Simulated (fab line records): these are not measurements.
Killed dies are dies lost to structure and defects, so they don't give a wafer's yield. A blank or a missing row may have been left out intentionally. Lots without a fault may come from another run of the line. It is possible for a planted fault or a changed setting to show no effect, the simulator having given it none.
fab line records	flow n5Finfet
record: lots: 7	wafers: 39
route steps=1938 shown ZERO_LAYER@14 FIN_SAQP@130 SD_EPI_P@321 GATE_CUT@510 MOL_CONTACT_COAG@547 BEOL_M1@753 BEOL_M2@890 BEOL_M4@1092 BEOL_M8@1391 BEOL_M11@1539 BEOL_M14@1716 MIM_BOT_LITHO@1860 PAD_METAL@1896 PASSIVATION@1936
startH: the number of hours between the record's first day and the start of the first shown wafer of the lot	waitH: hours elapsed since this lot's preceding step	" identical to the entry in the row above	L1.1+2: one row covering several wafers at once	- no value present, or no start provided	* or withheld: withheld	< > ~ a bound
route shown NAME@n: NAME is a module with steps in the file, n the number in the route of the first one	usual: mean/standard deviation taken from wafers without a fault	same: alike in all rows	chamber/n: place in a boat	sites: per-site readings	_std_site: standard deviation across them	_edge_site: the outer-site mean with the inner-site mean subtracted	radiusMm: for every site, how far away it sits from the centre of the wafer	mask NAME#n: copy n	behind: the tool/chamber that last shaped the wafer	hold: the reason the lot was held/the length of the hold in hours/how it ended	device: the n, p or np transistor that did not switch	end of line: at the end of the route, the tests of the same wafers	for a step that has no rows: nothing shown but its recipe	killed: dies that structure and defects cost at the first sort, which is not the same as the wafer's yield	map: dies across one wafer; x = killed, . = not, _ = none there
set.NAME: the setting that was run; set.NAME@STEP: the one run at that earlier step	model.NAME: the simulator's own value behind a step, which no gauge read
lots where settings were altered on purpose, with a table for each step and a row for each wafer
== steps ==
step: N5_ZERO_LAYER_DESCUM_16
recipe: chemistry: O2	timeS: 7.9	sourcePowerW: 50	biasPowerW: 20	pressureMtorr: 20	rfFrequencyHz: 2.712e+07	tempC: 40	o2FlowSccm: 225
step: N5_FIN_SAQP_ETCH_65
recipe: chemistry: CF4	target: SiO2	targetDepthA: 40	ionEnergyEv: 350	timeS: 4.4	pressureMtorr: 10	icpW: 800	biasW: 400	cf4FlowSccm: 80
step: N5_SD_EPI_P_EPI_21
recipe: material: SiGe:B	dopant: B	tempC: 550	pressureTorr: 20	ambient: H2	timeS: 355
step: N5_GATE_CUT_ALD_22
recipe: material: SiNx	targetThkA: 160	tempC: 400	aldPrecursorFamily: SiH2I2	aldCoReactant: N2/H2-plasma	pulseTimeS: 1	aldCycles: 320	purgeTimeS: 2	coReactantPurgeTimeS: 2	pressureTorr: 2
step: N5_MOL_CONTACT_COAG_SPUTTER_143
recipe: material: Co	targetThkA: 25	tempC: 25	chamberPressurePa: 0.2
step: N5_BEOL_M1_PECVD_72
recipe: material: SiO2	targetThkA: 160	tempC: 400	precursor: TEOS/O2	pressureTorr: 5.5	rfW: 450	teosFlowSccm: 53.8	gas: O2	flowSccm: 3000	timeS: 18
step: N5_BEOL_M2_TRENCH_ETCH_37
recipe: chemistry: C4F6/O2	targetDepthA: 555.55	target: SiOC	timeS: 29.2	ionEnergyEv: 250	pressureMtorr: 30	sourceW: 355	biasW: 185	Ar_flow_sccm: 300	C4F6_flow_sccm: 10	O2_flow_sccm: 10
step: N5_BEOL_M4_SPUTTER_88
recipe: material: Cu	targetThkA: 45	tempC: -20	chamberPressurePa: 0.07	powerW: withheld	timeS: 8.29
step: N5_BEOL_M8_CVD_78
recipe: material: Co	targetThkA: 20	tempC: withheld	precursor: CCTBA/H2	pressureTorr: 30	timeS: 142.3
step: N5_BEOL_M11_PECVD_70
recipe: material: SiO2	targetThkA: 200	tempC: 400	precursor: TEOS/O2	pressureTorr: 5.5	rfW: 450	teosFlowSccm: 53.8	gas: O2	flowSccm: 3000	timeS: 22.7
step: N5_BEOL_M14_ILD_DEP_00
recipe: material: SiO2	targetThkA: 11193	tempC: 400	precursor: TEOS/O2	pressureTorr: 6.5	rfW: 900	teosFlowSccm: 161.4	gas: O2	flowSccm: 2650	timeS: 237.4
step: N5_MIM_BOT_LITHO_DEVELOP_07
recipe: developTimeS: 60	rinseLiquid: diw	dry: airSpin	devTempC: 21
step: N5_PASSIVATION_AL_DEP_21
recipe: material: Al	targetThkA: 28000	tempC: 400	timeS: 170	powerW: 30000	chamberPressurePa: 0.4	gas: Ar
step: N5_PASSIVATION_PROBE_49
usual: defectLimitedYield: 91.6/1.4	killedAtOther: 4/3.1	killedDies: 100/17	sort_bin_5_function: 5.0/0.94
lot.wafer	tool	chamber	startH	waitH	set.timeS@ZERO_LAYER_DESCUM_16	set.timeS@FIN_SAQP_ETCH_65	set.epiGrowthTimeS@SD_EPI_P_EPI_21	set.aldCycles@GATE_CUT_ALD_22	set.targetThkA@MOL_CONTACT_COAG_SPUTTER_143	set.timeS@BEOL_M1_PECVD_72	set.targetDepthA@BEOL_M2_TRENCH_ETCH_37	set.targetThkA@BEOL_M4_SPUTTER_88	set.targetThkA@BEOL_M8_CVD_78	set.timeS@BEOL_M11_PECVD_70	set.timeS@BEOL_M14_ILD_DEP_00	set.developTimeS@MIM_BOT_LITHO_DEVELOP_07	set.timeS@PASSIVATION_AL_DEP_21	defectLimitedYield[%]	killedAtOther	killedDies	sort_bin_5_function[%]
L079.1	prober-02	-	356.02	0.0	10.93	4.4	546.8	460	20.01	25.52	555.55	45	20	22.7	111.9	88.16	170	5.9	5	1110	4.2
L079.2	prober-02	-	356.07	0.1	7.9	4.4	355	460	25	25.52	365.9	22.83	12.54	22.7	237.4	88.16	90.51	30.5	5	820	64.7
L079.3	prober-02	-	356.12	0.1	10.93	4.4	355	320	25	18	555.55	45	12.54	22.7	237.4	60	170	93.6	1	76	3.6
L079.4	prober-02	-	356.17	0.2	7.9	1.837	355	320	20.01	25.52	555.55	22.83	12.54	22.7	111.9	60	90.51	6.1	7	1108	5.2
L079.5	prober-02	-	356.22	0.2	10.93	1.837	546.8	460	20.01	18	365.9	45	20	22.7	111.9	88.16	170	2.7	6	1148	5.7
L079.6	prober-02	-	356.27	0.3	7.9	1.837	546.8	320	25	18	365.9	22.83	20	22.7	237.4	60	90.51	63.7	3	428	5.1
L087.1	prober-01	-	389.01	0.0	7.9	4.4	533.1	320	33.86	26.78	555.55	26.53	11.09	22.7	237.4	60	170	90.5	4	112	5.3
L087.2	prober-01	-	389.06	0.1	3.92	6.252	533.1	320	25	18	826.9	26.53	20	22.7	237.4	33.16	89.75	91.5	4	100	4.7
L087.3	prober-01	-	389.11	0.1	7.9	4.4	355	320	25	18	555.55	45	11.09	22.7	237.4	33.16	170	90.2	4	116	5.8
L087.4	prober-01	-	389.16	0.2	3.92	4.4	355	320	25	26.78	826.9	26.53	20	22.7	370.2	33.16	89.75	92.2	7	92	4.2
L087.5	prober-01	-	389.21	0.2	3.92	6.252	533.1	320	33.86	26.78	555.55	45	20	22.7	370.2	60	170	91.3	7	103	5.4
L087.6	prober-01	-	389.26	0.3	7.9	6.252	355	320	33.86	18	826.9	45	11.09	22.7	370.2	60	89.75	91.7	5	98	5.5
L084.2	prober-01	-	389.65	0.1	7.9	4.4	355	320	25	18	555.55	45	20	22.7	237.4	60	170	90.7	4	110	5.3
L084.4	prober-01	-	389.75	0.2	7.9	4.4	355	320	25	18	555.55	45	20	22.7	237.4	60	170	91.2	6	104	5.3
L084.5	prober-01	-	389.80	0.2	7.9	4.4	355	320	25	18	555.55	45	20	22.7	237.4	60	170	92.0	1	94	5.0
L090.1	prober-01	-	412.09	0.0	9.535	4.4	355	266	38.19	18	555.55	67.38	20	22.7	187	60	170	92.6	6	87	4.2
L090.2	prober-01	-	412.14	0.1	7.9	4.4	355	320	38.19	18	555.55	45	15.42	22.7	237.4	60	217.5	0	1088	1180	97.5
L090.3	prober-01	-	412.19	0.1	7.9	4.4	355	266	25	12.26	555.55	45	15.42	22.7	237.4	60	170	93.0	4	83	4.7
L090.4	prober-01	-	412.24	0.2	9.535	4.4	494.3	320	25	12.26	555.55	45	20	22.7	187	60	217.5	0.1	1088	1179	97.0
L090.5	prober-01	-	412.29	0.2	9.535	4.4	494.3	320	25	18	555.55	67.38	20	22.7	237.4	60	170	94.0	0	71	3.3
L090.6	prober-01	-	412.34	0.3	7.9	4.4	494.3	266	38.19	12.26	555.55	67.38	15.42	22.7	187	60	217.5	0	1083	1180	95.7
L092.1	prober-02	-	427.98	0.0	9.819	4.4	269.8	509	12.72	14.86	555.55	28.66	20	22.7	237.4	60	170	92.2	3	92	5.2
L092.2	prober-02	-	428.03	0.1	9.819	4.4	355	320	25	18	555.55	28.66	30.82	22.7	127.6	60	170	91.6	1	99	4.8
L092.3	prober-02	-	428.08	0.1	7.9	4.4	269.8	509	12.72	18	555.55	45	30.82	22.7	127.6	60	221.2	0	1089	1180	96.9
L092.4	prober-02	-	428.13	0.2	7.9	4.4	355	509	25	18	555.55	45	20	29	237.4	60	221.2	0	1094	1180	96.4
L092.5	prober-02	-	428.18	0.2	9.819	4.4	269.8	320	25	14.86	555.55	45	20	29	127.6	60	170	91.0	2	106	5.7
L092.6	prober-02	-	428.23	0.3	7.9	4.4	355	320	12.72	14.86	555.55	28.66	30.82	29	237.4	60	221.2	0	1084	1180	96.9
L094.1	prober-02	-	438.54	0.0	7.9	6.947	355	320	15.14	22.52	555.55	34.84	27.22	14.93	237.4	60	170	94.5	1	65	3.1
L094.2	prober-02	-	438.59	0.1	7.9	4.4	355	262	25	22.52	555.55	34.84	20	22.7	177.8	94.16	170	93.5	2	77	3.4
L094.3	prober-02	-	438.64	0.1	7.9	6.947	355	320	25	18	739.4	45	20	14.93	237.4	94.16	244.4	0	1127	1180	97.5
L094.4	prober-02	-	438.69	0.2	7.9	4.4	200.2	262	15.14	18	739.4	34.84	20	14.93	177.8	60	244.4	0	1079	1180	96.5
L094.5	prober-02	-	438.74	0.2	7.9	6.947	200.2	262	25	18	555.55	45	27.22	22.7	237.4	60	170	92.8	2	85	3.4
L094.6	prober-02	-	438.79	0.3	7.9	4.4	200.2	320	15.14	22.52	739.4	45	27.22	22.7	177.8	94.16	244.4	0	1115	1180	97.0
L096.1	prober-01	-	446.15	0.0	7.9	4.4	505.7	320	15.15	18	555.55	45	20	22.7	333.6	24.43	248.6	0	1054	1180	95.8
L096.2	prober-01	-	446.20	0.1	7.9	4.4	505.7	320	15.15	18	677.6	61.03	30.96	28.06	333.6	24.43	170	90.3	2	114	5.8
L096.3	prober-01	-	446.25	0.1	7.9	2.175	355	320	15.15	18	677.6	45	20	28.06	237.4	24.43	248.6	0	1096	1180	97.1
L096.4	prober-01	-	446.30	0.2	7.9	2.175	355	320	25	18	555.55	61.03	20	28.06	237.4	60	170	92.1	5	93	4.9
L096.5	prober-01	-	446.35	0.2	7.9	4.4	355	320	25	18	555.55	61.03	30.96	22.7	237.4	60	248.6	0	1062	1180	95.8
L096.6	prober-01	-	446.40	0.3	7.9	2.175	505.7	320	25	18	677.6	45	30.96	22.7	333.6	60	170	91.5	6	100	5.2
killed by level:class
L079.1 BEOL_M14:areaDep=1030 MOL_CONTACT_COAG:geometricParticle:open=12 BEOL_M0_SAQP:geometricParticle:open=9 BEOL_M0_SAQP:geometricParticle:short=9 BEOL_M2:geometricParticle:open=6 MOL_CONTACT_COAG:geometricParticle:short=5 BEOL_M2:geometricParticle:short=5 STI_FIN_REVEAL:geometricParticle:open=4
L079.2 BEOL_M2:areaEcd=698 BEOL_M0_SAQP:geometricParticle:short=23 MOL_CONTACT_COAG:geometricParticle:open=20 BEOL_M0_SAQP:geometricParticle:open=13 BEOL_M2:geometricParticle:open=12 STI_FIN_REVEAL:geometricParticle:open=6 BEOL_M1:geometricParticle:open=5 MOL_CONTACT_COAG:geometricParticle:short=4
L079.3 MOL_CONTACT_COAG:geometricParticle:open=24 BEOL_M0_SAQP:geometricParticle:short=9 BEOL_M0_SAQP:geometricParticle:open=7 MOL_CONTACT_COAG:geometricParticle:short=5 FIN_SAQP:geometricParticle:short=4 STI_FIN_REVEAL:geometricParticle:open=4 BEOL_M2:geometricParticle:short=3 FIN_SAQP:geometricParticle:open=2
L079.4 BEOL_M14:areaDep=1001 MOL_CONTACT_COAG:geometricParticle:open=17 BEOL_M0_SAQP:geometricParticle:open=13 BEOL_M0_SAQP:geometricParticle:short=9 BEOL_M2:geometricParticle:open=9 MOL_CONTACT_COAG:geometricParticle:short=7 STARTING-WAFER:geometricParticle:short=6 FIN_SAQP:geometricParticle:open=5
L079.5 BEOL_M2:areaEcd=692 BEOL_M14:areaDep=335 MOL_CONTACT_COAG:geometricParticle:open=25 STI_FIN_REVEAL:geometricParticle:open=19 BEOL_M0_SAQP:geometricParticle:open=11 MOL_CONTACT_COAG:geometricParticle:short=10 BEOL_M0_SAQP:geometricParticle:short=9 BEOL_M2:geometricParticle:open=7
L079.6 BEOL_M2:areaEcd=331 MOL_CONTACT_COAG:geometricParticle:open=26 STI_FIN_REVEAL:geometricParticle:open=10 BEOL_M2:geometricParticle:open=8 MOL_CONTACT_COAG:geometricParticle:short=7 BEOL_M0_SAQP:geometricParticle:short=6 BEOL_M3:geometricParticle:open=6 FIN_SAQP:geometricParticle:short=5
L087.1 MOL_CONTACT_COAG:geometricParticle:open=12 FIN_SAQP:geometricParticle:open=10 BEOL_M1:geometricParticle:open=10 FIN_SAQP:geometricParticle:short=6 STI_FIN_REVEAL:geometricParticle:open=6 STARTING-WAFER:geometricParticle:short=6 BEOL_M0_SAQP:geometricParticle:open=6 DUMMY_GATE:geometricParticle:open=5
L087.2 BEOL_M1:geometricParticle:open=11 STI_FIN_REVEAL:geometricParticle:open=9 FIN_SAQP:geometricParticle:short=6 FIN_SAQP:geometricParticle:open=6 BEOL_M2:geometricParticle:open=6 STARTING-WAFER:geometricParticle:open=6 MOL_CONTACT_COAG:geometricParticle:open=5 BEOL_M3:geometricParticle:open=5
L087.3 FIN_SAQP:geometricParticle:open=13 MOL_CONTACT_COAG:geometricParticle:open=10 FIN_SAQP:geometricParticle:short=8 BEOL_M1:geometricParticle:open=7 BEOL_M2:geometricParticle:open=7 STI_FIN_REVEAL:geometricParticle:open=6 BEOL_M0_SAQP:geometricParticle:short=6 BEOL_M3:geometricParticle:open=6
L087.4 MOL_CONTACT_COAG:geometricParticle:open=12 BEOL_M0_SAQP:geometricParticle:short=9 FIN_SAQP:geometricParticle:short=7 GATE_CUT:geometricParticle:open=7 BEOL_M1:geometricParticle:open=6 FIN_SAQP:geometricParticle:open=4 BEOL_M0_SAQP:geometricParticle:open=4 STI_FIN_REVEAL:geometricParticle:open=3
L087.5 BEOL_M0_SAQP:geometricParticle:open=14 BEOL_M0_SAQP:geometricParticle:short=10 FIN_SAQP:geometricParticle:short=8 BEOL_M1:geometricParticle:open=8 MOL_CONTACT_COAG:geometricParticle:open=6 STI_FIN_REVEAL:geometricParticle:open=5 BEOL_M2:geometricParticle:open=5 BEOL_M7:geometricParticle:open=5
L087.6 FIN_SAQP:geometricParticle:open=10 BEOL_M0:geometricParticle:open=8 BEOL_M1:geometricParticle:open=7 MOL_CONTACT_COAG:geometricParticle:open=6 FIN_SAQP:geometricParticle:short=5 GATE_CUT:geometricParticle:open=5 STI_FIN_REVEAL:geometricParticle:open=4 DUMMY_GATE:geometricParticle:open=4
L084.2 FIN_SAQP:geometricParticle:short=28 FIN_SAQP:geometricParticle:open=11 BEOL_M0_SAQP:geometricParticle:short=9 MOL_CONTACT_COAG:geometricParticle:open=8 BEOL_M4:geometricParticle:open=7 STI_FIN_REVEAL:geometricParticle:open=6 BEOL_M1:geometricParticle:open=6 BEOL_M7:geometricParticle:open=5
L084.4 STI_FIN_REVEAL:geometricParticle:open=16 DUMMY_GATE:geometricParticle:open=9 BEOL_M1:geometricParticle:open=9 MOL_CONTACT_COAG:geometricParticle:open=8 BEOL_M0_SAQP:geometricParticle:short=7 FIN_SAQP:geometricParticle:short=5 FIN_SAQP:geometricParticle:open=5 STI_FIN_REVEAL:geometricParticle:short=3
L084.5 BEOL_M1:geometricParticle:open=11 MOL_CONTACT_COAG:geometricParticle:open=9 BEOL_M4:geometricParticle:open=9 DUMMY_GATE:geometricParticle:open=6 FIN_SAQP:geometricParticle:open=5 BEOL_M0_SAQP:geometricParticle:short=5 BEOL_M2:geometricParticle:open=5 FIN_SAQP:geometricParticle:short=4
L090.1 MOL_CONTACT_COAG:geometricParticle:open=11 STI_FIN_REVEAL:geometricParticle:open=9 BEOL_M0_SAQP:geometricParticle:short=7 BEOL_M3:geometricParticle:open=5 FIN_SAQP:geometricParticle:short=4 GATE_CUT:geometricParticle:short=4 BEOL_M0_SAQP:geometricParticle:open=4 STARTING-WAFER:geometricParticle:open=3
L090.2 PASSIVATION:areaEtch=1085 MOL_CONTACT_COAG:geometricParticle:open=16 BEOL_M0_SAQP:geometricParticle:open=9 BEOL_M3:geometricParticle:open=9 BEOL_M4:geometricParticle:open=9 BEOL_M0_SAQP:geometricParticle:short=6 FIN_SAQP:geometricParticle:open=4 STI_FIN_REVEAL:geometricParticle:open=4
L090.3 STI_FIN_REVEAL:geometricParticle:open=13 MOL_CONTACT_COAG:geometricParticle:open=8 BEOL_M0_SAQP:geometricParticle:short=5 BEOL_M3:geometricParticle:open=5 GATE_CUT:geometricParticle:short=4 MOL_CONTACT_COAG:geometricParticle:short=4 BEOL_M0_SAQP:geometricParticle:open=4 STI_FIN_REVEAL:geometricParticle:short=3
L090.4 PASSIVATION:areaEtch=1085 STI_FIN_REVEAL:geometricParticle:open=13 MOL_CONTACT_COAG:geometricParticle:open=12 FIN_SAQP:geometricParticle:short=10 BEOL_M0_SAQP:geometricParticle:short=7 BEOL_M0_SAQP:geometricParticle:open=7 BEOL_M1:geometricParticle:open=5 BEOL_M3:geometricParticle:open=5
L090.5 BEOL_M0_SAQP:geometricParticle:open=18 BEOL_M0_SAQP:geometricParticle:short=11 FIN_SAQP:geometricParticle:short=5 BEOL_M4:geometricParticle:open=5 STARTING-WAFER:geometricParticle:short=4 BEOL_M2:geometricParticle:open=4 DUMMY_GATE:geometricParticle:open=3 MOL_CONTACT_COAG:geometricParticle:short=3
L090.6 PASSIVATION:areaEtch=1075 MOL_CONTACT_COAG:geometricParticle:open=14 FIN_SAQP:geometricParticle:short=11 DUMMY_GATE:geometricParticle:open=8 BEOL_M0_SAQP:geometricParticle:open=7 FIN_SAQP:geometricParticle:open=6 GATE_CUT:geometricParticle:short=5 MOL_CONTACT_COAG:geometricParticle:short=5
L092.1 BEOL_M2:geometricParticle:open=12 STI_FIN_REVEAL:geometricParticle:open=10 GATE_CUT:geometricParticle:short=8 BEOL_M0_SAQP:geometricParticle:open=6 DUMMY_GATE:geometricParticle:open=5 FIN_SAQP:geometricParticle:short=4 MOL_CONTACT_COAG:geometricParticle:open=4 GATE_CUT:geometricParticle:open=4
L092.2 BEOL_M2:geometricParticle:open=16 BEOL_M3:geometricParticle:open=12 BEOL_M0_SAQP:geometricParticle:short=7 STI_FIN_REVEAL:geometricParticle:open=6 GATE_CUT:geometricParticle:short=5 MOL_CONTACT_COAG:geometricParticle:open=5 BEOL_M0_SAQP:geometricParticle:open=4 BEOL_M5:geometricParticle:short=4
L092.3 PASSIVATION:areaEtch=1086 BEOL_M2:geometricParticle:open=10 MOL_CONTACT_COAG:geometricParticle:open=9 STI_FIN_REVEAL:geometricParticle:open=7 BEOL_M0_SAQP:geometricParticle:open=7 GATE_CUT:geometricParticle:short=5 BEOL_M4:geometricParticle:open=5 MOL_CONTACT_COAG:geometricParticle:short=4
L092.4 PASSIVATION:areaEtch=1089 STI_FIN_REVEAL:geometricParticle:open=16 MOL_CONTACT_COAG:geometricParticle:open=9 BEOL_M2:geometricParticle:open=6 STI_FIN_REVEAL:geometricParticle:short=5 BEOL_M0_SAQP:geometricParticle:open=5 FIN_SAQP:geometricParticle:open=4 GATE_CUT:geometricParticle:open=4
L092.5 STI_FIN_REVEAL:geometricParticle:open=23 BEOL_M4:geometricParticle:open=12 FIN_SAQP:geometricParticle:open=11 BEOL_M0_SAQP:geometricParticle:open=7 STI_FIN_REVEAL:geometricParticle:short=5 GATE_CUT:geometricParticle:short=4 BEOL_M0_SAQP:geometricParticle:short=4 BEOL_M2:geometricParticle:open=4
L092.6 PASSIVATION:areaEtch=1081 BEOL_M2:geometricParticle:open=16 BEOL_M0_SAQP:geometricParticle:open=7 BEOL_M3:geometricParticle:open=7 FIN_SAQP:geometricParticle:open=6 BEOL_M2:geometricParticle:short=6 MOL_CONTACT_COAG:geometricParticle:open=6 BEOL_M4:geometricParticle:open=6
L094.1 FIN_SAQP:geometricParticle:open=7 FIN_SAQP:geometricParticle:short=6 BEOL_M1:geometricParticle:open=6 MOL_CONTACT_COAG:geometricParticle:open=5 BEOL_M0_SAQP:geometricParticle:open=5 BEOL_M0_SAQP:geometricParticle:short=4 BEOL_M3:geometricParticle:open=3 BEOL_M7:geometricParticle:open=3
L094.2 BEOL_M0_SAQP:geometricParticle:open=11 MOL_CONTACT_COAG:geometricParticle:open=9 FIN_SAQP:geometricParticle:short=5 BEOL_M0_SAQP:geometricParticle:short=5 BEOL_M3:geometricParticle:open=5 BEOL_M2:geometricParticle:open=4 BEOL_M5:geometricParticle:open=4 FIN_SAQP:geometricParticle:open=3
L094.3 PASSIVATION:areaEtch=1122 BEOL_M2:geometricParticle:open=13 FIN_SAQP:geometricParticle:short=6 STI_FIN_REVEAL:geometricParticle:open=3 GATE_CUT:geometricParticle:short=3 MOL_CONTACT_COAG:geometricParticle:open=3 BEOL_M0_SAQP:geometricParticle:short=3 PASS1_DEP:geometricParticle:short=3
L094.4 PASSIVATION:areaEtch=1077 MOL_CONTACT_COAG:geometricParticle:open=11 BEOL_M1:geometricParticle:open=10 FIN_SAQP:geometricParticle:short=8 FIN_SAQP:geometricParticle:open=7 BEOL_M2:geometricParticle:open=7 BEOL_M0_SAQP:geometricParticle:short=6 BEOL_M0_SAQP:geometricParticle:open=6
L094.5 BEOL_M0_SAQP:geometricParticle:open=12 BEOL_M2:geometricParticle:open=8 FIN_SAQP:geometricParticle:short=8 BEOL_M0_SAQP:geometricParticle:short=7 FIN_SAQP:geometricParticle:open=4 DUMMY_GATE:geometricParticle:open=4 BEOL_M1:geometricParticle:open=4 BEOL_M5:geometricParticle:open=4
L094.6 PASSIVATION:areaEtch=1113 BEOL_M0_SAQP:geometricParticle:open=8 MOL_CONTACT_COAG:geometricParticle:open=7 BEOL_M0_SAQP:geometricParticle:short=7 STI_FIN_REVEAL:geometricParticle:open=6 MOL_CONTACT_COAG:geometricParticle:short=6 FIN_SAQP:geometricParticle:short=5 BEOL_M5:geometricParticle:open=5
L096.1 PASSIVATION:areaEtch=1049 BEOL_M1:geometricParticle:open=33 BEOL_M0_SAQP:geometricParticle:short=10 BEOL_M3:geometricParticle:open=10 BEOL_M0_SAQP:geometricParticle:open=9 MOL_CONTACT_COAG:geometricParticle:open=7 BEOL_M4:geometricParticle:open=7 FIN_SAQP:geometricParticle:open=6
L096.2 STI_FIN_REVEAL:geometricParticle:open=18 FIN_SAQP:geometricParticle:short=15 BEOL_M2:geometricParticle:open=8 FIN_SAQP:geometricParticle:open=6 BEOL_M1:geometricParticle:open=6 BEOL_M3:geometricParticle:open=6 MOL_CONTACT_COAG:geometricParticle:open=4 BEOL_M0_SAQP:geometricParticle:open=4
L096.3 PASSIVATION:areaEtch=1083 FIN_SAQP:geometricParticle:open=11 BEOL_M3:geometricParticle:open=10 FIN_SAQP:geometricParticle:short=9 BEOL_M2:geometricParticle:open=9 DUMMY_GATE:geometricParticle:open=5 BEOL_M0_SAQP:geometricParticle:short=5 BEOL_M1:geometricParticle:open=5
L096.4 FIN_SAQP:geometricParticle:short=9 BEOL_M1:geometricParticle:open=9 STI_FIN_REVEAL:geometricParticle:open=8 BEOL_M0_SAQP:geometricParticle:short=5 BEOL_M2:geometricParticle:open=5 BEOL_M4:geometricParticle:open=5 DUMMY_GATE:geometricParticle:open=4 GATE_CUT:geometricParticle:open=4
L096.5 PASSIVATION:areaEtch=1057 BEOL_M4:geometricParticle:open=14 BEOL_M1:geometricParticle:open=11 FIN_SAQP:geometricParticle:short=10 STI_FIN_REVEAL:geometricParticle:open=10 MOL_CONTACT_COAG:geometricParticle:open=8 FIN_SAQP:geometricParticle:open=7 BEOL_M2:geometricParticle:open=6
L096.6 BEOL_M1:geometricParticle:open=14 FIN_SAQP:geometricParticle:open=11 STI_FIN_REVEAL:geometricParticle:open=11 FIN_SAQP:geometricParticle:short=10 MOL_CONTACT_COAG:geometricParticle:open=6 GATE_CUT:geometricParticle:short=4 BEOL_M0_SAQP:geometricParticle:short=4 BEOL_M0:geometricParticle:open=4
== key ==
split: step: N5_ZERO_LAYER_DESCUM_16	setting: timeS	statedAs: 7.9
response none clear
split: step: N5_FIN_SAQP_ETCH_65	setting: timeS	statedAs: 4.4
response none clear
split: step: N5_SD_EPI_P_EPI_21	setting: epiGrowthTimeS	statedAs: 355
response none clear
split: step: N5_GATE_CUT_ALD_22	setting: aldCycles	statedAs: 320
response none clear
split: step: N5_MOL_CONTACT_COAG_SPUTTER_143	setting: targetThkA	statedAs: 25
response none clear
split: step: N5_BEOL_M1_PECVD_72	setting: timeS	statedAs: 18
response none clear
split: step: N5_BEOL_M2_TRENCH_ETCH_37	setting: targetDepthA	statedAs: 555.55
response none clear
split: step: N5_BEOL_M4_SPUTTER_88	setting: targetThkA	statedAs: 45
response none clear
split: step: N5_BEOL_M8_CVD_78	setting: targetThkA	statedAs: 20
response none clear
split: step: N5_BEOL_M11_PECVD_70	setting: timeS	statedAs: 22.7
response none clear
split: step: N5_BEOL_M14_ILD_DEP_00	setting: timeS	statedAs: 237.4
response none clear
split: step: N5_MIM_BOT_LITHO_DEVELOP_07	setting: developTimeS	statedAs: 60
response none clear
split: step: N5_PASSIVATION_AL_DEP_21	setting: timeS	statedAs: 170
response: step: N5_PASSIVATION_PROBE_49	reading: killedAtOther	slope: +19	per: 1%	togetherWith: all	explained: 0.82
response: step: N5_PASSIVATION_PROBE_49	reading: sort_bin_5_function	slope: +1.53	per: 1%	togetherWith: all	explained: 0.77
response: step: N5_PASSIVATION_PROBE_49	reading: killedDies	slope: +17.5	per: 1%	togetherWith: all	explained: 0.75
response: step: N5_PASSIVATION_PROBE_49	reading: defectLimitedYield	slope: -1.48	per: 1%	togetherWith: all	explained: 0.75
